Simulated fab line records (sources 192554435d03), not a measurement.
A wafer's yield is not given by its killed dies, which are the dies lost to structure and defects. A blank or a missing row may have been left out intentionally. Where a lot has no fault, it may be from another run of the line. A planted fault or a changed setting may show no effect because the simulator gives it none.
fab line records -- flow n5-finfet
record: lots: 6, wafers: 18, last-day: 16
route steps=1938 shown BEOL_M0_CUTY@701 BEOL_M4@1111 PASSIVATION@1936
lots that met no fault: taken from a fault-free run of the same line
start-h: the number of hours between the record's first day and the start of the first shown wafer of the lot -- wait-h: how many hours have passed since the lot's step before this one -- " same as the row above -- L1.1+2: several wafers, shown together as one row -- - either no value or no given start -- * or withheld: withheld -- < > ~ a bound
route shown NAME@n: NAME is a module with steps in the file, n the number in the route of the first one -- usual: mean/standard deviation taken from wafers without a fault -- same: alike in all rows -- chamber/n: place in a boat -- sites: each site's reading -- _std_site: standard deviation across them -- _edge_site: mean of outer sites minus mean of inner sites -- radius-mm: how far each site lies from the wafer's centre -- mask NAME#n: copy n -- behind: tool/chamber where the wafer was last shaped -- hold: what put the lot on hold/how long, in hours/how the hold closed -- device: the n, p or np transistor that did not switch -- end of line: the tests these same wafers got at the end of their route -- a step with no rows: only its recipe -- killed: dies that structure and defects cost at the first sort, which is not the same as the wafer's yield -- map: shows each die of a wafer: x if killed, . if not, _ if none is there
set.NAME: the run value of the setting; set.NAME@STEP: its run value at that earlier step -- model.NAME: the simulator's own value behind a step, which no gauge read
lots seen at some steps along the route; tables by step, rows by wafer
services: when a tool's chamber went out of use (start-h, in hours from the record's first day, below 0 if earlier), for how many hours, and the reason
== steps ==
step: N5_BEOL_M0_CUTY_COAT_50
recipe: resist: SiARC, temp-c: 220, time-s: 60, spin-rpm: 1500, resist-thk-nm: 15
step: N5_BEOL_M0_CUTY_COAT_51
recipe: resist: CAR-ArF-block, spin-rpm: 1500, resist-thk-nm: 150
step: N5_BEOL_M0_CUTY_EBR_52
recipe: solvent: PGMEA, ebr-width-mm: 1.5
step: N5_BEOL_M0_CUTY_SOFTBAKE_53
recipe: temp-c: 110, time-s: 60, resist: CAR-ArF-block
step: N5_BEOL_M0_CUTY_EXPOSE_54
recipe: mask-id: M0_ABLK, na: 1.35, source-shape: conventional, sigma-outer: 0.8, polarization: unpolarized, dose-mj: 36
step: N5_BEOL_M0_CUTY_PEB_55
recipe: peb-temp-c: 110, peb-time-s: 60, resist: CAR-ArF-block
step: N5_BEOL_M0_CUTY_DEVELOP_56
recipe: develop-time-s: 30, developer: TMAH, resist: CAR-ArF-block, rinse-liquid: diw, dry: air-spin, dev-temp-c: 23
step: N5_BEOL_M0_CUTY_CD_MEAS_57
recipe: target-cd-nm: 200, landing-energy-ev: 500, detector: se-inlens, polarity: line
usual: cd-nm: 200.4/0.83
lot.wafer,tool,chamber,start-h,wait-h,cd-nm
L632.1,cd-sem-03,0,157.87,-,199.8
L632.3,cd-sem-03,0,157.87,-,201.3
L632.4,cd-sem-03,0,157.87,-,200.3
L633.2,cd-sem-02,0,161.89,-,199.1
L633.3,cd-sem-02,0,161.89,-,198.4
L633.4,cd-sem-02,0,161.89,-,197.5
L634.2,cd-sem-02,0,166.17,-,201.1
L634.5,cd-sem-02,0,166.17,-,201.9
L634.6,cd-sem-02,0,166.17,-,201.4
L635.2,cd-sem-02,0,176.26,-,201.1
L635.4,cd-sem-02,0,176.26,-,200.5
L635.5,cd-sem-02,0,176.26,-,200.3
L637.1,cd-sem-02,0,189.46,-,199.6
L637.2,cd-sem-02,0,189.46,-,200.6
L637.6,cd-sem-02,0,189.46,-,200.2
L639.2,cd-sem-03,0,197.28,-,200.4
L639.4,cd-sem-03,0,197.28,-,201.2
L639.5,cd-sem-03,0,197.28,-,200.7
step: N5_BEOL_M0_CUTY_OVL_MEAS_58
recipe: points-per-wafer: 44
usual: M0_ABLK_OVL: 0.2/0.72
same: points-per-wafer: 44
lot.wafer,tool,chamber,start-h,wait-h,M0_ABLK_OVL[nm]
L632.1,overlay-01,0,157.90,0.0,-0.6
L632.3,overlay-01,0,157.90,0.0,0.7
L632.4,overlay-01,0,157.90,0.0,-0.6
L633.2,overlay-02,0,161.92,0.0,1.0
L633.3,overlay-02,0,161.92,0.0,0.9
L633.4,overlay-02,0,161.92,0.0,0.8
L634.2,overlay-02,0,166.20,0.0,0.7
L634.5,overlay-02,0,166.20,0.0,0.4
L634.6,overlay-02,0,166.20,0.0,1.1
L635.2,overlay-02,0,176.29,0.0,-0.2
L635.4,overlay-02,0,176.29,0.0,-0.2
L635.5,overlay-02,0,176.29,0.0,-0.7
L637.1,overlay-02,0,189.49,0.0,-1.3
L637.2,overlay-02,0,189.49,0.0,0.5
L637.6,overlay-02,0,189.49,0.0,0.1
L639.2,overlay-01,0,197.31,0.0,1.7
L639.4,overlay-01,0,197.31,0.0,1.1
L639.5,overlay-01,0,197.31,0.0,1.2
step: N5_BEOL_M0_CUTY_INSPECT_59
recipe: mode: adi, inspect-instrument: macro
usual: raw-defect-count: 2.0/1.4
lot.wafer,tool,chamber,start-h,wait-h,raw-defect-count
L632.1,defect-inspect-02,-,157.93,0.0,2
L632.3,defect-inspect-02,-,157.93,0.0,1
L632.4,defect-inspect-02,-,157.93,0.0,1
L633.2,defect-inspect-01,-,161.95,0.0,3
L633.3,defect-inspect-01,-,161.95,0.0,4
L633.4,defect-inspect-01,-,161.95,0.0,2
L634.2,defect-inspect-02,-,166.22,0.0,3
L634.5,defect-inspect-02,-,166.22,0.0,3
L634.6,defect-inspect-02,-,166.22,0.0,3
L635.2,defect-inspect-01,-,176.31,0.0,0
L635.4,defect-inspect-01,-,176.31,0.0,0
L635.5,defect-inspect-01,-,176.31,0.0,2
L637.1,defect-inspect-02,-,189.52,0.0,5
L637.2,defect-inspect-02,-,189.52,0.0,1
L637.6,defect-inspect-02,-,189.52,0.0,0
L639.2,defect-inspect-02,-,197.34,0.0,0
L639.4,defect-inspect-02,-,197.34,0.0,2
L639.5,defect-inspect-02,-,197.34,0.0,0
step: N5_BEOL_M0_CUTY_DESCUM_61
recipe: chemistry: O2, time-s: 7.9, source-power-w: 50, bias-power-w: 20, pressure-mtorr: 20, rf-frequency-hz: 2.712e+07, temp-c: 40, resist: CAR-ArF-block, o2-flow-sccm: 225
usual: drypump-motor-current-A: 5.9/0.56, oes-product-au: 0.80/0.091, rf-vpp-V: 243.7/1.5, showerhead-plenum-p-Torr: 2.13/0.083, throttle-valve-pct: 20.31/0.26
lot.wafer,tool,chamber,start-h,wait-h,drypump-motor-current-A,oes-product-au,rf-hours-counter-h,rf-vpp-V,showerhead-plenum-p-Torr,throttle-valve-pct
L632.1,rie-diel-02,1,158.27,0.3,6.5,0.92,14,246.7,2.22,19.94
L632.3,rie-diel-02,0,158.27,0.3,6.2,0.72,198,245.1,2.15,20.06
L632.4,rie-diel-02,2,158.27,0.3,5.7,0.81,79,242.7,2.11,20.34
L633.2,rie-diel-05,1,162.03,0.1,6.5,0.71,195,242.6,2.06,19.97
L633.3,rie-diel-05,0,162.03,0.1,5.6,0.68,235,243.1,2.16,20.76
L633.4,rie-diel-05,2,162.03,0.1,5.6,0.73,180,244.2,2.17,20.64
L634.2,rie-diel-02,3,166.26,0.0,6.0,0.92,30,246.4,2.24,20.57
L634.5,rie-diel-02,0,166.26,0.0,6.2,0.71,-,244.0,2.15,20.06
L634.6,rie-diel-02,1,166.26,0.0,6.5,0.93,-,246.0,2.22,19.93
L635.2,rie-diel-02,1,176.34,0.0,6.5,0.92,20,244.8,2.21,19.94
L635.4,rie-diel-02,2,176.34,0.0,5.6,0.80,84,244.5,2.11,20.35
L635.5,rie-diel-02,1,176.34,0.0,6.5,0.92,-,245.9,2.21,19.94
L637.1,rie-diel-01,3,189.55,0.0,5.1,0.84,55,241.5,2.02,19.96
L637.2,rie-diel-01,0,189.55,0.0,6.8,0.72,172,243.9,2.08,20.52
L637.6,rie-diel-01,2,189.55,0.0,4.9,0.71,-,241.0,1.99,20.48
L639.2,rie-diel-01,2,197.37,0.0,4.9,0.70,199,240.9,1.99,20.47
L639.4,rie-diel-01,3,197.37,0.0,5.1,0.83,58,242.0,2.02,19.96
L639.5,rie-diel-01,2,197.37,0.0,4.9,0.71,-,241.0,1.99,20.48
step: N5_BEOL_M0_CUTY_ETCH_62
recipe: chemistry: CF4, target: SiARC, mask-material: CAR-ArF-block, time-s: 58.5, ion-energy-ev: 80, pressure-mtorr: 40, source-w: 545, bias-w: 36, Ar_flow_sccm: 100, cf4-flow-sccm: 100, ends: cleared
usual: bias-w: 36.00/0.095, cf4-flow-sccm: 100.0/0.33, drypump-motor-current-A: 5.9/0.56, etch-rf-on-time-s: 58.2/1.3, oes-product-au: 0.68/0.078, rf-vpp-V: 184.6/1.3, showerhead-plenum-p-Torr: 2.18/0.08, throttle-valve-pct: 15.53/0.18
lot.wafer,tool,chamber,start-h,wait-h,bias-w,cf4-flow-sccm,drypump-motor-current-A,etch-rf-on-time-s,oes-product-au,rf-hours-counter-h,rf-vpp-V,showerhead-plenum-p-Torr,throttle-valve-pct
L632.1,rie-diel-02,1,158.31,0.0,36.06,100.2,6.5,59.5,0.79,14,187.1,2.28,15.24
L632.3,rie-diel-02,0,158.31,0.0,35.97,99.6,6.3,59.1,0.61,198,186.0,2.22,15.42
L632.4,rie-diel-02,2,158.31,0.0,36.08,99.9,5.7,58.4,0.69,79,185.4,2.15,15.49
L633.2,rie-diel-05,1,162.07,0.0,36.22,99.8,6.5,58.4,0.61,195,184.4,2.12,15.29
L633.3,rie-diel-05,0,162.07,0.0,36.01,100.6,5.6,58.9,0.58,235,184.5,2.21,15.96
L633.4,rie-diel-05,2,162.07,0.0,36.20,99.7,5.6,59.8,0.61,180,185.6,2.22,15.81
L634.2,rie-diel-02,3,166.30,0.0,36.05,99.8,6.0,57.0,0.79,30,187.4,2.29,15.62
L634.5,rie-diel-02,0,166.30,0.0,35.91,100.1,6.2,58.8,0.60,-,184.3,2.22,15.41
L634.6,rie-diel-02,1,166.30,0.0,36.05,100.4,6.5,58.1,0.80,-,187.6,2.28,15.25
L635.2,rie-diel-02,1,176.38,0.0,35.91,100.1,6.5,58.8,0.79,20,185.2,2.28,15.25
L635.4,rie-diel-02,2,176.38,0.0,35.87,100.2,5.6,57.6,0.69,84,184.4,2.15,15.51
L635.5,rie-diel-02,1,176.38,0.0,35.75,100.2,6.5,58.3,0.79,-,187.3,2.28,15.23
L637.1,rie-diel-01,3,189.58,0.0,36.05,99.9,5.1,57.8,0.73,55,183.7,2.10,15.38
L637.2,rie-diel-01,0,189.58,0.0,36.15,100.6,6.8,61.1,0.62,172,184.6,2.14,15.77
L637.6,rie-diel-01,2,189.58,0.0,35.91,99.4,4.9,60.2,0.60,-,182.7,2.04,15.63
L639.2,rie-diel-01,2,197.41,0.0,35.94,99.9,4.9,60.0,0.60,199,182.0,2.04,15.62
L639.4,rie-diel-01,3,197.41,0.0,35.80,100.1,5.1,58.1,0.71,58,184.1,2.10,15.37
L639.5,rie-diel-01,2,197.41,0.0,36.02,100.7,4.9,60.1,0.60,-,183.7,2.04,15.62
step: N5_BEOL_M0_CUTY_ETCH_63
recipe: chemistry: N2/H2, target: SOC, target-depth-a: 827, overetch-a: 165, mask-material: SiARC, temp-c: 40, ion-energy-ev: 200, time-s: 124, pressure-mtorr: 30, source-w: 840, bias-w: 150, n2-flow-sccm: 200, h2-flow-sccm: 200
usual: bias-w: 150.1/0.42, chamber-pressure-mTorr: 29.999/0.028, drypump-motor-current-A: 5.9/0.56, oes-product-au: 0.65/0.071, rf-vpp-V: 525.1/2.8, showerhead-plenum-p-Torr: 2.59/0.094, throttle-valve-pct: 17.73/0.21
lot.wafer,tool,chamber,start-h,wait-h,bias-w,chamber-pressure-mTorr,drypump-motor-current-A,oes-product-au,rf-hours-counter-h,rf-vpp-V,showerhead-plenum-p-Torr,throttle-valve-pct,model.CAR-ArF-block_of_BEOL_M0_CUTY_COAT_51.thk-nm,model.SiO2_of_BEOL_M0_SAQP_SPACER2_ALD_26.thk-nm,model.SiO2_of_BEOL_M0_SAQP_ALD_48.thk-nm
L632.1,rie-diel-02,1,158.35,0.0,149.7,30.012,6.5,0.77,14,528.1,2.71,17.43,0,7,12.2
L632.3,rie-diel-02,0,158.35,0.0,149.9,30.006,6.3,0.58,198,527.3,2.62,17.49,0,7,12.2
L632.4,rie-diel-02,2,158.35,0.0,149.4,30.026,5.7,0.67,79,523.6,2.58,17.98,0,7,12.6
L633.2,rie-diel-05,1,162.11,0.0,150.2,29.953,6.5,0.59,195,523.3,2.53,17.52,0,7.2,13
L633.3,rie-diel-05,0,162.11,0.0,151.0,30.007,5.6,0.56,235,524.3,2.59,18.03,0,7.2,12.8
L633.4,rie-diel-05,2,162.11,0.0,150.7,29.937,5.6,0.59,180,525.9,2.64,18.07,0,7,12.8
L634.2,rie-diel-02,3,166.34,0.0,-,-,-,-,-,-,-,-,119.4,10.6,13.8
L634.5,rie-diel-02,0,166.34,0.0,-,-,-,-,-,-,-,-,119.6,10.6,14
L634.6,rie-diel-02,1,166.34,0.0,-,-,-,-,-,-,-,-,119,10.6,14.2
L635.2,rie-diel-02,1,176.43,0.0,-,-,-,-,-,-,-,-,118.6,10.4,12.6
L635.4,rie-diel-02,2,176.43,0.0,-,-,-,-,-,-,-,-,119,10.6,13.8
L635.5,rie-diel-02,1,176.43,0.0,-,-,-,-,-,-,-,-,119,10.4,12.4
L637.1,rie-diel-01,3,189.63,0.0,149.9,30.007,5.1,0.69,56,522.0,2.49,17.50,0,7,12.2
L637.2,rie-diel-01,0,189.63,0.0,149.8,30.009,6.8,0.61,172,522.6,2.52,17.77,0,7.2,12.6
L637.6,rie-diel-01,2,189.63,0.0,149.8,29.970,4.9,0.58,-,520.6,2.43,17.91,0,7.2,12.6
L639.2,rie-diel-01,2,197.45,0.0,150.0,30.036,4.9,0.58,199,520.1,2.43,17.91,0,7.2,12.2
L639.4,rie-diel-01,3,197.45,0.0,150.5,29.952,5.1,0.68,58,520.9,2.48,17.48,0,7,13
L639.5,rie-diel-01,2,197.45,0.0,150.4,30.046,4.9,0.58,-,520.5,2.43,17.91,0,7.2,12
step: N5_BEOL_M0_CUTY_STRIP_64
recipe: chemistry: N2/H2, temp-c: 40, n2-flow-sccm: 200, h2-flow-sccm: 200, rf-frequency-hz: 6e+07
step: N5_BEOL_M4_RC_MEAS_101
usual: DIBL_N: 36.3/1.8, DIBL_P: 36.5/2.1, IOFF_N: 0.16/0.031, IOFF_P: 0.22/0.038, ION_N: 677/12, ION_P: 466/7.8, SS_N: 71.5/0.61, SS_P: 73.2/0.7, VT_N: 249/3, VT_P: -248.9/3
lot.wafer,tool,chamber,start-h,wait-h,DIBL_N[mV/V],DIBL_P[mV/V],IOFF_N[nA/um],IOFF_P[nA/um],ION_N[uA/um],ION_P[uA/um],SS_N[mV/dec],SS_P[mV/dec],VT_N[mV],VT_P[mV]
L632.1,prober-02,0,216.87,0.0,37.0,39.4,0.22,0.31,692,484,71.1,73.6,242,-241.3
L632.3,prober-02,0,216.87,0.0,37.5,40.0,0.22,0.31,707,490,71.5,73.4,241,-240.8
L632.4,prober-02,0,216.87,0.0,36.3,38.1,0.19,0.28,680,473,71.8,73.4,246,-241.1
L633.2,prober-02,0,226.26,0.2,36.9,37.8,0.15,0.19,671,463,71.3,73.4,252,-254.9
L633.3,prober-02,0,226.26,0.2,36.9,37.2,0.15,0.20,669,459,71.2,73.2,252,-253.2
L633.4,prober-02,0,226.26,0.2,36.4,36.7,0.15,0.18,677,463,70.9,73.2,249,-254.6
L637.1,prober-01,0,248.99,0.0,34.7,34.1,0.12,0.18,667,459,71.1,72.5,255,-251.3
L637.2,prober-01,0,248.99,0.0,36.5,35.9,0.14,0.22,678,470,71.6,73.2,250,-247.4
L637.6,prober-01,0,248.99,0.0,36.4,37.0,0.15,0.24,677,468,71.5,73.6,251,-248.7
L639.2,prober-02,0,267.20,0.2,36.9,37.5,0.16,0.25,679,472,72.3,73.5,252,-248.5
L639.4,prober-02,0,267.20,0.2,39.2,40.4,0.21,0.31,677,475,71.9,74.6,248,-245.5
L639.5,prober-02,0,267.20,0.2,35.7,36.7,0.16,0.25,690,483,70.9,72.9,250,-245.8
step: N5_PASSIVATION_PROBE_49
usual: defect-limited-yield: 91.2/1.5, killed_at_M0_to_M3: 33/9.6, killed_at_M4_up: 14/5.6, killed-at-contacts: 14/5.5, killed-at-front-end: 40/13, killed-at-other: 4/3, killed-dies: 104/17, killed-on-rim: 14/4.3, killed-open: 68/13, killed-short: 33/7.2, sort_bin_5_function: 5.2/0.95, sort_bin_6_memory: 3.3/0.62, sort-n-pass: 1076/17, sort-yield-pct: 91.2/1.5
same: gross-dies: 1180, killed-at-back-side: 0, sort_bin_4_leakage[%]: 0, sort_bin_8_speed[%]: 0
lot.wafer,tool,chamber,start-h,wait-h,defect-limited-yield[%],killed_at_M0_to_M3,killed_at_M4_up,killed-at-contacts,killed-at-front-end,killed-at-other,killed-dies,killed-on-rim,killed-open,killed-short,sort_bin_5_function[%],sort_bin_6_memory[%],sort-n-pass,sort-yield-pct[%]
L635.2,prober-02,-,341.97,0.1,0,1115,12,15,38,0,1180,152,68,27,96.4,3.2,0,0
L635.4,prober-02,-,342.07,0.2,0,1106,11,15,45,3,1180,152,84,31,96.2,3.6,0,0
L635.5,prober-02,-,342.12,0.2,0,1086,14,14,61,5,1180,152,87,44,95.9,3.6,0,0
L634.2,prober-02,-,347.20,0.3,0,1085,17,27,46,5,1180,152,75,35,96.2,3.8,0,0
L634.5,prober-02,-,347.35,0.4,0,1115,10,16,33,6,1180,152,65,32,96.8,2.9,0,0
L634.6,prober-02,-,347.40,0.5,0,1104,13,19,40,4,1180,152,73,33,96.4,2.9,0,0
killed by level:class
L635.2 BEOL_M0_CUTY:area-etch=1085 MOL_CONTACT_COAG:geometric-particle:open=14 BEOL_M0_SAQP:geometric-particle:open=13 FIN_SAQP:geometric-particle:open=12 FIN_SAQP:geometric-particle:short=8 BEOL_M0_SAQP:geometric-particle:short=7 BEOL_M1:geometric-particle:open=7 DUMMY_GATE:geometric-particle:open=5
L635.4 BEOL_M0_CUTY:area-etch=1065 DUMMY_GATE:geometric-particle:open=17 FIN_SAQP:geometric-particle:open=15 MOL_CONTACT_COAG:geometric-particle:open=13 BEOL_M1:geometric-particle:open=10 BEOL_M0_SAQP:geometric-particle:short=9 BEOL_M0_SAQP:geometric-particle:open=9 FIN_SAQP:geometric-particle:short=7
L635.5 BEOL_M0_CUTY:area-etch=1049 FIN_SAQP:geometric-particle:open=24 FIN_SAQP:geometric-particle:short=15 MOL_CONTACT_COAG:geometric-particle:open=13 BEOL_M0_SAQP:geometric-particle:short=9 BEOL_M0_SAQP:geometric-particle:open=9 BEOL_M1:geometric-particle:open=7 BEOL_M4:geometric-particle:open=6
L634.2 BEOL_M0_CUTY:area-etch=1070 MOL_CONTACT_COAG:geometric-particle:open=20 FIN_SAQP:geometric-particle:open=17 FIN_SAQP:geometric-particle:short=12 STI_FIN_REVEAL:geometric-particle:open=7 MOL_CONTACT_COAG:geometric-particle:short=7 BEOL_M3:geometric-particle:open=6 BEOL_M4:geometric-particle:open=6
L634.5 BEOL_M0_CUTY:area-etch=1082 MOL_CONTACT_COAG:geometric-particle:open=12 BEOL_M3:geometric-particle:open=10 BEOL_M0_SAQP:geometric-particle:open=9 FIN_SAQP:geometric-particle:open=7 BEOL_M0_SAQP:geometric-particle:short=6 ILD0:geometric-particle:open=4 GATE_CUT:geometric-particle:short=4
L634.6 BEOL_M0_CUTY:area-etch=1074 MOL_CONTACT_COAG:geometric-particle:open=14 BEOL_M0_SAQP:geometric-particle:open=9 FIN_SAQP:geometric-particle:short=7 FIN_SAQP:geometric-particle:open=6 BEOL_M1:geometric-particle:open=6 ILD0:geometric-particle:open=5 MOL_CONTACT_COAG:geometric-particle:short=5
map L634.2 (x killed, . not)
_________________xxxxxxxxxxxx________________
______________xxxxxxxxxxxxxxxxxx_____________
___________xxxxxxxxxxxxxxxxxxxxxxxx__________
__________xxxxxxxxxxxxxxxxxxxxxxxxxx_________
________xxxxxxxxxxxxxxxxxxxxxxxxxxxxxx_______
_______xxxxxxxxxxxxxxxxxxxxxxxxxxxxxxxx______
______xxxxxxxxxxxxxxxxxxxxxxxxxxxxxxxxxx_____
_____xxxxxxxxxxxxxxxxxxxxxxxxxxxxxxxxxxxx____
____xxxxxxxxxxxxxxxxxxxxxxxxxxxxxxxxxxxxxx___
___xxxxxxxxxxxxxxxxxxxxxxxxxxxxxxxxxxxxxxxx__
___xxxxxxxxxxxxxxxxxxxxxxxxxxxxxxxxxxxxxxxx__
__xxxxxxxxxxxxxxxxxxxxxxxxxxxxxxxxxxxxxxxxxx_
__xxxxxxxxxxxxxxxxxxxxxxxxxxxxxxxxxxxxxxxxxx_
_xxxxxxxxxxxxxxxxxxxxxxxxxxxxxxxxxxxxxxxxxxxx
_xxxxxxxxxxxxxxxxxxxxxxxxxxxxxxxxxxxxxxxxxxxx
_xxxxxxxxxxxxxxxxxxxxxxxxxxxxxxxxxxxxxxxxxxxx
_xxxxxxxxxxxxxxxxxxxxxxxxxxxxxxxxxxxxxxxxxxxx
_xxxxxxxxxxxxxxxxxxxxxxxxxxxxxxxxxxxxxxxxxxxx
_xxxxxxxxxxxxxxxxxxxxxxxxxxxxxxxxxxxxxxxxxxxx
_xxxxxxxxxxxxxxxxxxxxxxxxxxxxxxxxxxxxxxxxxxxx
_xxxxxxxxxxxxxxxxxxxxxxxxxxxxxxxxxxxxxxxxxxxx
__xxxxxxxxxxxxxxxxxxxxxxxxxxxxxxxxxxxxxxxxxx_
__xxxxxxxxxxxxxxxxxxxxxxxxxxxxxxxxxxxxxxxxxx_
___xxxxxxxxxxxxxxxxxxxxxxxxxxxxxxxxxxxxxxxx__
___xxxxxxxxxxxxxxxxxxxxxxxxxxxxxxxxxxxxxxxx__
____xxxxxxxxxxxxxxxxxxxxxxxxxxxxxxxxxxxxxx___
_____xxxxxxxxxxxxxxxxxxxxxxxxxxxxxxxxxxxx____
______xxxxxxxxxxxxxxxxxxxxxxxxxxxxxxxxxx_____
_______xxxxxxxxxxxxxxxxxxxxxxxxxxxxxxxx______
________xxxxxxxxxxxxxxxxxxxxxxxxxxxxxx_______
__________xxxxxxxxxxxxxxxxxxxxxxxxxx_________
___________xxxxxxxxxxxxxxxxxxxxxxxx__________
______________xxxxxxxxxxxxxxxxxx_____________
_________________xxxxxxxxxxxx________________
map L635.2 (x killed, . not)
_________________xxxxxxxxxxxx________________
______________xxxxxxxxxxxxxxxxxx_____________
___________xxxxxxxxxxxxxxxxxxxxxxxx__________
__________xxxxxxxxxxxxxxxxxxxxxxxxxx_________
________xxxxxxxxxxxxxxxxxxxxxxxxxxxxxx_______
_______xxxxxxxxxxxxxxxxxxxxxxxxxxxxxxxx______
______xxxxxxxxxxxxxxxxxxxxxxxxxxxxxxxxxx_____
_____xxxxxxxxxxxxxxxxxxxxxxxxxxxxxxxxxxxx____
____xxxxxxxxxxxxxxxxxxxxxxxxxxxxxxxxxxxxxx___
___xxxxxxxxxxxxxxxxxxxxxxxxxxxxxxxxxxxxxxxx__
___xxxxxxxxxxxxxxxxxxxxxxxxxxxxxxxxxxxxxxxx__
__xxxxxxxxxxxxxxxxxxxxxxxxxxxxxxxxxxxxxxxxxx_
__xxxxxxxxxxxxxxxxxxxxxxxxxxxxxxxxxxxxxxxxxx_
_xxxxxxxxxxxxxxxxxxxxxxxxxxxxxxxxxxxxxxxxxxxx
_xxxxxxxxxxxxxxxxxxxxxxxxxxxxxxxxxxxxxxxxxxxx
_xxxxxxxxxxxxxxxxxxxxxxxxxxxxxxxxxxxxxxxxxxxx
_xxxxxxxxxxxxxxxxxxxxxxxxxxxxxxxxxxxxxxxxxxxx
_xxxxxxxxxxxxxxxxxxxxxxxxxxxxxxxxxxxxxxxxxxxx
_xxxxxxxxxxxxxxxxxxxxxxxxxxxxxxxxxxxxxxxxxxxx
_xxxxxxxxxxxxxxxxxxxxxxxxxxxxxxxxxxxxxxxxxxxx
_xxxxxxxxxxxxxxxxxxxxxxxxxxxxxxxxxxxxxxxxxxxx
__xxxxxxxxxxxxxxxxxxxxxxxxxxxxxxxxxxxxxxxxxx_
__xxxxxxxxxxxxxxxxxxxxxxxxxxxxxxxxxxxxxxxxxx_
___xxxxxxxxxxxxxxxxxxxxxxxxxxxxxxxxxxxxxxxx__
___xxxxxxxxxxxxxxxxxxxxxxxxxxxxxxxxxxxxxxxx__
____xxxxxxxxxxxxxxxxxxxxxxxxxxxxxxxxxxxxxx___
_____xxxxxxxxxxxxxxxxxxxxxxxxxxxxxxxxxxxx____
______xxxxxxxxxxxxxxxxxxxxxxxxxxxxxxxxxx_____
_______xxxxxxxxxxxxxxxxxxxxxxxxxxxxxxxx______
________xxxxxxxxxxxxxxxxxxxxxxxxxxxxxx_______
__________xxxxxxxxxxxxxxxxxxxxxxxxxx_________
___________xxxxxxxxxxxxxxxxxxxxxxxx__________
______________xxxxxxxxxxxxxxxxxx_____________
_________________xxxxxxxxxxxx________________
== services ==
tool,chamber,start-h,hours,kind
rie-diel-01,3,165.61,6.2,repair
== key ==
first-sign: step: N5_BEOL_M0_CUTY_ETCH_63, reading: tool-record, direction: missing
effect: step: N5_PASSIVATION_PROBE_49, reading: killed_at_M0_to_M3, direction: up, sigmas: 99+, usual: 33, struck: 1102
model-effect: step: N5_BEOL_M0_CUTY_ETCH_63, value: CAR-ArF-block_of_BEOL_M0_CUTY_COAT_51.thk-nm, without: 0, struck: 119.1
more-kills-born-at: N5_BEOL_M0_CUTY_ETCH_63@rie-diel-02: 6425
met-at N5_BEOL_M0_CUTY_ETCH_63
struck-wafers L634.2,L634.5,L634.6,L635.2,L635.4,L635.5
later-rows-left-out L634.2,L634.5,L634.6,L635.2,L635.4,L635.5
onset-between 158.35 166.34
fault: kind: skipped-step-whole, tool: rie-diel-02, chamber: -, onset-h: 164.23, steps: N5_BEOL_M0_CUTY_ETCH_63, scope: struck-lots-only
later-rows-left-out: the simulator's readings of these wafers behind a module that went badly wrong aren't trusted and aren't shown, but for the sort
